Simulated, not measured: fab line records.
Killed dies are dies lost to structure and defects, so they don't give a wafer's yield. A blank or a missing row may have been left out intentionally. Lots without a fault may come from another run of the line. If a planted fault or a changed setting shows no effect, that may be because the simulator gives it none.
fab line records + flow nand-harc
[record]
- lots = 5
- wafers = 15
- last-day = 34
route steps=1302 shown A_STAIRCASE@766
lots with no fault: from the same line, run without faults
start-h: hours from the record's opening day to when the first of the lot's shown wafers began + wait-h: how many hours have passed since the lot's step before this one + " as in the row above + L1.1+2: a row that stands for several wafers + - no value present, or no start provided + * or withheld: withheld + < > ~ a bound
route shown NAME@n: NAME is a module with steps in the file, n the number in the route of the first one + usual: mean/standard deviation of fault-free wafers + same: alike in all rows + chamber/n: place in a boat + sites: readings site by site + _std_site: how widely they spread, as a standard deviation + _edge_site: the outer-site mean with the inner-site mean subtracted + radius-mm: how far each site lies from the wafer's centre + mask NAME#n: copy n + behind: tool/chamber where the wafer was last shaped + hold: why the lot went on hold/how many hours it stayed there/how the hold came to an end + device: whichever transistor did not switch (one of n, p or np) + end of line: the route-end tests of the same wafers + for a step that has no rows: nothing shown but its recipe + killed: the dies lost at the first sort to structure and to defects; this is not the yield of the wafer + map: a wafer's dies, x killed, . not, _ none there
set.NAME: the setting that was run; set.NAME@STEP: the one run at that earlier step + model.NAME: the simulator's own value behind a step, which no gauge read
lots at some steps of the route; a table a step, a row a wafer
services: when a tool's chamber went out of use (start-h, in hours from the record's first day, below 0 if earlier), for how many hours, and the reason
[[steps]]
[step NHARC_A_STAIRCASE_DESCUM_252]
[recipe]
- time-s = 3
- o2-flow-sccm = 200
- ar-flow-sccm = 0
- bias-power-w = 0
- chemistry = O2
[usual]
- chamber-pressure-mTorr = 60.00/0.055
- drypump-motor-current-A = 5.7/0.39
- oes-product-au = 1.001/0.014
- rf-vpp-V = 57.8/0.93
- showerhead-plenum-p-Torr = 1.94/0.1
- throttle-valve-pct = 11.312/0.0094
| lot.wafer | tool        | chamber | start-h | wait-h | chamber-pressure-mTorr | drypump-motor-current-A | oes-product-au | rf-hours-counter-h | rf-vpp-V | showerhead-plenum-p-Torr | throttle-valve-pct |
|-----------|-------------|---------|---------|--------|------------------------|-------------------------|----------------|--------------------|----------|--------------------------|--------------------|
| L080.4    | rie-diel-04 | 2       | 427.82  | -      | 59.95                  | 5.5                     | 0.987          | 20                 | 58.2     | 1.90                     | 11.317             |
| L080.2    | "           | 1       | "       | "      | 59.98                  | 6.0                     | 0.985          | 19                 | 58.2     | 2.05                     | 11.310             |
| L080.6    | "           | 2       | "       | "      | 60.00                  | 5.4                     | 0.986          | -                  | 58.2     | 1.90                     | 11.306             |
| L088.1    | rie-diel-03 | 3       | 506.00  | -      | 60.04                  | 6.3                     | 1.010          | 11                 | 58.4     | 1.96                     | 11.316             |
| L088.2    | "           | 2       | "       | "      | 59.91                  | 6.1                     | 1.025          | 15                 | 58.4     | 2.07                     | 11.320             |
| L088.5    | "           | 3       | "       | "      | 59.96                  | 6.3                     | 1.000          | -                  | 57.8     | 1.96                     | 11.313             |
| L092.3    | rie-diel-03 | 1       | 539.46  | -      | 59.96                  | 5.3                     | 0.987          | 26                 | 57.6     | 1.84                     | 11.316             |
| L092.4    | "           | 2       | "       | "      | 60.06                  | 6.1                     | 1.019          | 27                 | 58.7     | 2.07                     | 11.306             |
| L092.6    | "           | 0       | "       | "      | 59.92                  | 5.7                     | 1.010          | -                  | 57.6     | 2.03                     | 11.323             |
| L096.2    | rie-diel-03 | 3       | 583.07  | -      | 60.02                  | 6.3                     | 0.999          | 35                 | 59.6     | 1.96                     | 11.306             |
| L096.5    | "           | 2       | "       | "      | 60.07                  | 6.1                     | 1.026          | -                  | 56.4     | 2.06                     | 11.315             |
| L096.6    | "           | 3       | "       | "      | 59.97                  | 6.3                     | 0.998          | -                  | 58.0     | 1.96                     | 11.299             |
| L097.4    | rie-diel-04 | 0       | 594.09  | -      | 59.97                  | 5.5                     | 0.984          | 17                 | 57.2     | 2.05                     | 11.320             |
| L097.1    | "           | 1       | "       | "      | 60.07                  | 6.0                     | 0.978          | 15                 | 58.1     | 2.03                     | 11.312             |
| L097.3    | "           | 3       | "       | "      | 60.06                  | 5.2                     | 0.994          | 17                 | 59.2     | 2.07                     | 11.311             |
[step NHARC_A_STAIRCASE_ETCH_253]
[recipe]
- target-depth-a = 500
- time-s = 20.2
- ion-energy-ev = 400
- c4f8-flow-sccm = 20
- o2-flow-sccm = 10
- ar-flow-sccm = withheld
- rf-w = 600
- bias-w = 1000
- chemistry = C4F8/O2
[usual]
- chamber-pressure-mTorr = 25.002/0.022
- oes-product-au = 0.954/0.023
- rf-vpp-V = 898/6.6
| lot.wafer | tool        | chamber | start-h | wait-h | chamber-pressure-mTorr | oes-product-au | rf-hours-counter-h | rf-vpp-V |
|-----------|-------------|---------|---------|--------|------------------------|----------------|--------------------|----------|
| L080.4    | rie-diel-04 | 2       | 427.92  | 0.1    | 24.957                 | 0.944          | 20                 | 895      |
| L080.2    | "           | 3       | "       | "      | 25.000                 | 0.952          | 22                 | 888      |
| L080.6    | "           | 0       | "       | "      | 24.973                 | 0.973          | -                  | 906      |
| L088.1    | rie-diel-03 | 1       | 506.09  | 0.1    | 24.969                 | 0.968          | 15                 | 892      |
| L088.2    | "           | 3       | "       | "      | 24.974                 | 0.963          | 11                 | 900      |
| L088.5    | "           | 0       | "       | "      | 25.018                 | 0.973          | -                  | 904      |
| L092.4    | rie-diel-03 | 2       | 539.53  | 0.1    | 25.022                 | 0.981          | 27                 | 906      |
| L092.3    | "           | 0       | "       | "      | 24.996                 | 0.958          | 20                 | 903      |
| L092.6    | "           | 2       | "       | "      | 24.946                 | 0.986          | -                  | 905      |
| L096.2    | rie-diel-03 | 3       | 583.15  | 0.1    | 25.002                 | 0.951          | 35                 | 899      |
| L096.5    | "           | 3       | "       | "      | 25.020                 | 0.961          | -                  | 899      |
| L096.6    | "           | 0       | "       | "      | 25.046                 | 0.997          | -                  | 903      |
| L097.3    | rie-diel-04 | 3       | 594.19  | 0.1    | 25.004                 | 0.917          | 17                 | 906      |
| L097.1    | "           | 0       | "       | "      | 24.998                 | 0.930          | 17                 | 905      |
| L097.4    | "           | 1       | "       | "      | 25.007                 | 0.901          | 15                 | 902      |
[step NHARC_A_STAIRCASE_STRIP_254]
[recipe]
- power-w = 1500
- temp-c = 250
- chemistry = O2
[usual]
- drypump-motor-current-A = 6.00/0.14
- heater-power-w = 325/38
| lot.wafer | tool            | chamber | start-h | wait-h | drypump-motor-current-A | heater-power-w | rf-hours-counter-h |
|-----------|-----------------|---------|---------|--------|-------------------------|----------------|--------------------|
| L080.2    | plasma-asher-01 | 0       | 428.04  | -      | 6.06                    | 336            | 14                 |
| L080.4    | "               | 0       | "       | "      | 6.08                    | 334            | -                  |
| L080.6    | "               | 1       | "       | "      | 6.12                    | 339            | -                  |
| L088.2    | plasma-asher-02 | 0       | 506.18  | -      | 5.78                    | 271            | 12                 |
| L088.1    | "               | 1       | "       | "      | 6.13                    | 353            | 12                 |
| L088.5    | "               | 0       | "       | "      | 5.79                    | 272            | -                  |
| L092.4    | plasma-asher-02 | 1       | 539.71  | -      | 6.14                    | 356            | -                  |
| L092.3    | "               | 0       | "       | "      | 5.79                    | 269            | -                  |
| L092.6    | "               | 0       | "       | "      | 5.79                    | 269            | -                  |
| L096.2    | plasma-asher-02 | 1       | 583.24  | -      | 6.13                    | 358            | 28                 |
| L096.5    | "               | 1       | "       | "      | 6.14                    | 361            | -                  |
| L096.6    | "               | 0       | "       | "      | 5.80                    | 275            | -                  |
| L097.1    | plasma-asher-01 | 0       | 594.27  | -      | 6.06                    | 356            | 13                 |
| L097.4    | "               | 0       | "       | "      | 6.07                    | 356            | -                  |
| L097.3    | "               | 1       | "       | "      | 6.12                    | 345            | -                  |
[step NHARC_A_STAIRCASE_STRIP_255]
[recipe]
- time-s = 900
- temp-c = 130
- chemistry = SPM
| lot.wafer  | tool         | chamber | start-h | wait-h |
|------------|--------------|---------|---------|--------|
| L080.6+2+4 | wet-bench-04 | 7,0,3   | 428.35  | 0.1    |
| L088.5+1+2 | wet-bench-07 | 6,7,1   | 506.55  | 0.1    |
| L092.3+4+6 | wet-bench-07 | 7,1,4   | 539.97  | 0.2    |
| L096.5+2+6 | wet-bench-07 | 7,2,4   | 583.58  | 0.1    |
| L097.1+3+4 | wet-bench-07 | 4,5,6   | 594.65  | 0.3    |
[step NHARC_A_STAIRCASE_PRECLEAN_256]
[recipe]
- time-s = *
- temp-c = 50
- bath-age-min = 0
- chemistry = SC1
| lot.wafer  | tool         | chamber | start-h | wait-h |
|------------|--------------|---------|---------|--------|
| L080.6+2+4 | wet-bench-04 | 7,0,3   | -       | -      |
| L088.5+1+2 | wet-bench-07 | 6,7,1   | -       | -      |
| L092.3+4+6 | wet-bench-07 | 7,1,4   | -       | -      |
| L096.5+2+6 | wet-bench-07 | 7,2,4   | -       | -      |
| L097.1+3+4 | wet-bench-07 | 4,5,6   | -       | -      |
[step NHARC_A_STAIRCASE_SRD_257]
| lot.wafer  | tool         | chamber | start-h | wait-h |
|------------|--------------|---------|---------|--------|
| L080.6+2+4 | wet-bench-04 | 7,0,3   | -       | -      |
| L088.5+1+2 | wet-bench-07 | 6,7,1   | -       | -      |
| L092.3+4+6 | wet-bench-07 | 7,1,4   | -       | -      |
| L096.5+2+6 | wet-bench-07 | 7,2,4   | -       | -      |
| L097.1+3+4 | wet-bench-07 | 4,5,6   | -       | -      |
[step NHARC_A_STAIRCASE_HM_DEP_456]
[recipe]
- target-thk-a = 31000
- temp-c = 400
- material = aC
[usual]
- throttle-valve-pct = 34.999/0.0084
| lot.wafer | tool       | chamber | start-h | wait-h | throttle-valve-pct |
|-----------|------------|---------|---------|--------|--------------------|
| L080.2    | acl-dep-03 | 0       | 429.12  | -      | 34.987             |
| L080.4    | "          | 0       | "       | "      | 34.994             |
| L080.6    | "          | 0       | "       | "      | 34.989             |
| L088.1    | acl-dep-01 | 0       | 510.02  | -      | 35.000             |
| L088.2    | "          | 0       | "       | "      | 35.006             |
| L088.5    | "          | 0       | "       | "      | 34.998             |
| L092.3    | acl-dep-01 | 0       | 541.37  | -      | 34.994             |
| L092.4    | "          | 0       | "       | "      | 35.001             |
| L092.6    | "          | 0       | "       | "      | 34.996             |
| L096.2    | acl-dep-03 | 0       | 584.36  | -      | 34.990             |
| L096.5    | "          | 0       | "       | "      | 35.006             |
| L096.6    | "          | 0       | "       | "      | 34.998             |
| L097.1    | acl-dep-01 | 0       | 596.13  | -      | 35.010             |
| L097.3    | "          | 0       | "       | "      | 35.008             |
| L097.4    | "          | 0       | "       | "      | 35.003             |
[step NHARC_A_STAIRCASE_DEP_259]
[recipe]
- target-thk-a = 300
- target-thk-nm = 30
- temp-c = 400
- pressure-torr = 3.5
- flow-sccm = 200
- rf-w = 350
- material = SiON
[usual]
- heater-power-w = 707/97
| lot.wafer | tool     | chamber | start-h | wait-h | heater-power-w |
|-----------|----------|---------|---------|--------|----------------|
| L080.2    | pecvd-03 | 1       | 430.72  | 1.3    | 697            |
| L080.4    | "        | 0       | "       | "      | 776            |
| L080.6    | "        | 1       | "       | "      | 737            |
| L088.2    | pecvd-02 | 1       | 511.90  | 1.3    | 764            |
| L088.1    | "        | 0       | "       | "      | 683            |
| L088.5    | "        | 1       | "       | "      | 776            |
| L092.3    | pecvd-02 | 1       | 542.64  | 1.0    | 633            |
| L092.4    | "        | 2       | "       | "      | 567            |
| L092.6    | "        | 0       | "       | "      | 711            |
| L096.2    | pecvd-03 | 2       | 585.93  | 1.3    | 641            |
| L096.5    | "        | 2       | "       | "      | 660            |
| L096.6    | "        | 1       | "       | "      | 668            |
| L097.1    | pecvd-04 | 1       | 598.06  | 1.6    | 720            |
| L097.3    | "        | 2       | "       | "      | 666            |
| L097.4    | "        | 1       | "       | "      | 719            |
[step NHARC_A_STAIRCASE_DEHYDRATE_260]
[recipe]
- temp-c = 150
- time-s = 120
[usual]
- plate-temp-C = 150.01/0.15
| lot.wafer | tool           | chamber | start-h | wait-h | plate-temp-C |
|-----------|----------------|---------|---------|--------|--------------|
| L080.2    | litho-track-02 | 0       | 430.97  | 0.2    | 150.09       |
| L080.4    | "              | 0       | "       | "      | 149.87       |
| L080.6    | "              | 0       | "       | "      | 150.22       |
| L088.1    | litho-track-05 | 0       | 512.17  | 0.2    | 150.25       |
| L088.2    | "              | 0       | "       | "      | 149.90       |
| L088.5    | "              | 0       | "       | "      | 149.88       |
| L092.3    | litho-track-03 | 0       | 542.91  | 0.2    | 150.00       |
| L092.4    | "              | 0       | "       | "      | 149.95       |
| L092.6    | "              | 0       | "       | "      | 149.90       |
| L096.2    | litho-track-05 | 0       | 586.19  | 0.2    | 150.30       |
| L096.5    | "              | 0       | "       | "      | 150.36       |
| L096.6    | "              | 0       | "       | "      | 150.28       |
| L097.1    | litho-track-05 | 0       | 598.31  | 0.2    | 149.83       |
| L097.3    | "              | 0       | "       | "      | 150.16       |
| L097.4    | "              | 0       | "       | "      | 150.17       |
[step NHARC_A_STAIRCASE_HMDS_261]
[recipe]
- time-s = 30
| lot.wafer  | tool           | chamber | start-h | wait-h |
|------------|----------------|---------|---------|--------|
| L080.2+4+6 | litho-track-02 | 0       | -       | -      |
| L088.1+2+5 | litho-track-05 | 0       | -       | -      |
| L092.3+4+6 | litho-track-03 | 0       | -       | -      |
| L096.2+5+6 | litho-track-05 | 0       | -       | -      |
| L097.1+3+4 | litho-track-05 | 0       | -       | -      |
[step NHARC_A_STAIRCASE_COAT_262]
[recipe]
- spin-rpm = 1200
| lot.wafer  | tool           | chamber | start-h | wait-h |
|------------|----------------|---------|---------|--------|
| L080.2+4+6 | litho-track-02 | 0       | -       | -      |
| L088.1+2+5 | litho-track-05 | 0       | -       | -      |
| L092.3+4+6 | litho-track-03 | 0       | -       | -      |
| L096.2+5+6 | litho-track-05 | 0       | -       | -      |
| L097.1+3+4 | litho-track-05 | 0       | -       | -      |
[step NHARC_A_STAIRCASE_SOFTBAKE_263]
[recipe]
- temp-c = 135
- time-s = 170
[usual]
- plate-temp-C = 135.04/0.15
| lot.wafer | tool           | chamber | start-h | wait-h | plate-temp-C |
|-----------|----------------|---------|---------|--------|--------------|
| L080.2    | litho-track-02 | 0       | -       | -      | 135.10       |
| L080.4    | "              | 0       | "       | "      | 135.16       |
| L080.6    | "              | 0       | "       | "      | 135.20       |
| L088.1    | litho-track-05 | 0       | -       | -      | 135.16       |
| L088.2    | "              | 0       | "       | "      | 135.12       |
| L088.5    | "              | 0       | "       | "      | 135.23       |
| L092.3    | litho-track-03 | 0       | -       | -      | 135.02       |
| L092.4    | "              | 0       | "       | "      | 134.89       |
| L092.6    | "              | 0       | "       | "      | 134.90       |
| L096.2    | litho-track-05 | 0       | -       | -      | 135.26       |
| L096.5    | "              | 0       | "       | "      | 135.21       |
| L096.6    | "              | 0       | "       | "      | 135.04       |
| L097.1    | litho-track-05 | 0       | -       | -      | 134.92       |
| L097.3    | "              | 0       | "       | "      | 134.94       |
| L097.4    | "              | 0       | "       | "      | 135.20       |
[step NHARC_A_STAIRCASE_EBR_264]
| lot.wafer  | tool           | chamber | start-h | wait-h |
|------------|----------------|---------|---------|--------|
| L080.2+4+6 | litho-track-02 | 0       | -       | -      |
| L088.1+2+5 | litho-track-05 | 0       | -       | -      |
| L092.3+4+6 | litho-track-03 | 0       | -       | -      |
| L096.2+5+6 | litho-track-05 | 0       | -       | -      |
| L097.1+3+4 | litho-track-05 | 0       | -       | -      |
[step NHARC_A_STAIRCASE_EXPOSE_265]
[recipe]
- na = 0.5
- dose-mj = 25.01
- mask-id = CHOP_200
[usual]
- stage-vel-mm-s = 499.98/0.24
| lot.wafer | tool           | chamber | start-h | wait-h | mask       | stage-vel-mm-s |
|-----------|----------------|---------|---------|--------|------------|----------------|
| L080.2    | krf-scanner-01 | 0       | 431.18  | -      | CHOP_200#0 | 499.97         |
| L080.4    | "              | 0       | "       | "      | CHOP_200#0 | 499.89         |
| L080.6    | "              | 0       | "       | "      | CHOP_200#0 | 500.15         |
| L088.1    | krf-scanner-01 | 0       | 512.50  | -      | CHOP_200#0 | 500.03         |
| L088.2    | "              | 0       | "       | "      | CHOP_200#0 | 500.01         |
| L088.5    | "              | 0       | "       | "      | CHOP_200#0 | 499.80         |
| L092.3    | krf-scanner-02 | 0       | 543.13  | -      | CHOP_200#0 | 500.00         |
| L092.4    | "              | 0       | "       | "      | CHOP_200#0 | 499.72         |
| L092.6    | "              | 0       | "       | "      | CHOP_200#0 | 499.86         |
| L096.2    | krf-scanner-03 | 0       | 586.41  | -      | CHOP_200#0 | 499.85         |
| L096.5    | "              | 0       | "       | "      | CHOP_200#0 | 499.86         |
| L096.6    | "              | 0       | "       | "      | CHOP_200#0 | 499.84         |
| L097.1    | krf-scanner-01 | 0       | 598.64  | -      | CHOP_200#0 | 500.07         |
| L097.3    | "              | 0       | "       | "      | CHOP_200#0 | 500.27         |
| L097.4    | "              | 0       | "       | "      | CHOP_200#0 | 500.09         |
[step NHARC_A_STAIRCASE_PEB_266]
[recipe]
- peb-temp-c = 115
- peb-time-s = 130
[usual]
- plate-temp-C = 115.02/0.13
| lot.wafer | tool           | chamber | start-h | wait-h | plate-temp-C |
|-----------|----------------|---------|---------|--------|--------------|
| L080.2    | litho-track-03 | 0       | 431.24  | 0.1    | 114.95       |
| L080.4    | "              | 0       | "       | "      | 115.03       |
| L080.6    | "              | 0       | "       | "      | 114.99       |
| L088.1    | litho-track-02 | 0       | 512.57  | 0.1    | 115.04       |
| L088.2    | "              | 0       | "       | "      | 114.94       |
| L088.5    | "              | 0       | "       | "      | 114.88       |
| L092.3    | litho-track-02 | 0       | 543.18  | 0.0    | 114.87       |
| L092.4    | "              | 0       | "       | "      | 114.93       |
| L092.6    | "              | 0       | "       | "      | 114.89       |
| L096.2    | litho-track-03 | 0       | 586.47  | 0.1    | 114.90       |
| L096.5    | "              | 0       | "       | "      | 115.06       |
| L096.6    | "              | 0       | "       | "      | 114.71       |
| L097.1    | litho-track-03 | 0       | 598.71  | 0.1    | 114.96       |
| L097.3    | "              | 0       | "       | "      | 114.84       |
| L097.4    | "              | 0       | "       | "      | 114.91       |
[step NHARC_A_STAIRCASE_DEVELOP_267]
[recipe]
- time-s = 140
| lot.wafer  | tool           | chamber | start-h | wait-h |
|------------|----------------|---------|---------|--------|
| L080.2+4+6 | litho-track-03 | 0       | -       | -      |
| L088.1+2+5 | litho-track-02 | 0       | -       | -      |
| L092.3+4+6 | litho-track-02 | 0       | -       | -      |
| L096.2+5+6 | litho-track-03 | 0       | -       | -      |
| L097.1+3+4 | litho-track-03 | 0       | -       | -      |
[[services]]
| tool            | chamber | start-h | hours | kind   |
|-----------------|---------|---------|-------|--------|
| pecvd-02        | -       | 408.00  | 13.0  | pm     |
| krf-scanner-01  | -       | 425.82  | 4.8   | repair |
| plasma-asher-01 | -       | 432.26  | 1.8   | repair |
| plasma-asher-02 | -       | 447.84  | 9.0   | pm     |
| litho-track-03  | -       | 450.00  | 7.0   | pm     |
| rie-diel-03     | -       | 458.59  | 9.0   | pm     |
| pecvd-03        | 0       | 465.60  | 1.8   | repair |
| litho-track-05  | -       | 474.00  | 7.0   | pm     |
| acl-dep-03      | -       | 483.64  | 13.0  | pm     |
| krf-scanner-01  | -       | 484.00  | 4.0   | pm     |
| wet-bench-07    | -       | 512.00  | 8.0   | pm     |
| plasma-asher-02 | -       | 513.49  | 2.5   | repair |
| wet-bench-04    | -       | 514.84  | 2.6   | repair |
| rie-diel-03     | 2       | 517.55  | 7.5   | repair |
| plasma-asher-01 | -       | 519.00  | 9.0   | pm     |
| pecvd-03        | -       | 523.60  | 0.3   | repair |
| krf-scanner-01  | -       | 534.83  | 1.7   | repair |
| rie-diel-04     | -       | 535.82  | 9.0   | pm     |
| rie-diel-03     | 3       | 546.16  | 10.6  | repair |
| acl-dep-01      | -       | 554.33  | 13.0  | pm     |
| wet-bench-07    | -       | 569.65  | 1.0   | repair |
| litho-track-02  | -       | 577.01  | 7.0   | pm     |
| wet-bench-04    | -       | 579.20  | 8.0   | pm     |
| rie-diel-04     | 3       | 595.62  | 12.3  | repair |
[[key]]
fault none
